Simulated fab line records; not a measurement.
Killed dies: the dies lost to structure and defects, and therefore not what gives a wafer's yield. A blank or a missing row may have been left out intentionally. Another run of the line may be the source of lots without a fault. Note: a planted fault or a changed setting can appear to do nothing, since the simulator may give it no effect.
Chamber matching ; flow nand_harc ; pecvd-01 running NHARC_A_CONTACT_DEP_24: 3 sister chambers
The step deposits SiO2, target thk 500 nm. 6 wafers are shown with their chamber, then 8 later ones without.

EACH WAFER AND ITS CHAMBER
wafer;chamber;heater_power_w (W);throttle_valve_pct (%)
L227.5;0;543;15.1
L227.6;2;352;15.8
L233.1;0;572;14.8
L233.3;2;360;16.0
L233.6;1;512;15.6
L236.1;1;484;15.7

WAFERS WHOSE CHAMBER IS MISSING
wafer;heater_power_w (W);throttle_valve_pct (%)
L236.2;639;15.2
L236.4;668;15.3
L237.1;375;16.0
L237.4;494;15.8
L237.5;388;15.7
L238.1;410;15.6
L238.2;367;15.8
L238.6;387;16.1

WHICH CHAMBER EACH ONE RAN IN
wafer;from the rows above;in truth
L236.2;0;0
L236.4;0;0
L237.1;2;2
L237.4;1;1
L237.5;2;2
L238.1;can't be placed: 2 or 1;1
L238.2;2;2
L238.6;2;2
Correct placement for 7 of the 8. Not placeable from these rows: 1 (in 1, the candidates include the true chamber). Wrongly placed: 0.
How it was worked out, from the rows above alone: a wafer's distance from a chamber is the root of the sum, over the readings, of the square of ((its reading less the chamber's mean) divided by the reading's scatter). If the next closest chamber is less than 2 further off than the closest, the wafer can't be placed; otherwise it belongs to the closest. A chamber's mean is the mean of its shown wafers. The scatter: take each reading less its chamber's mean, square it, sum over the shown wafers, divide by the number of wafers less the number of chambers, and take the root.
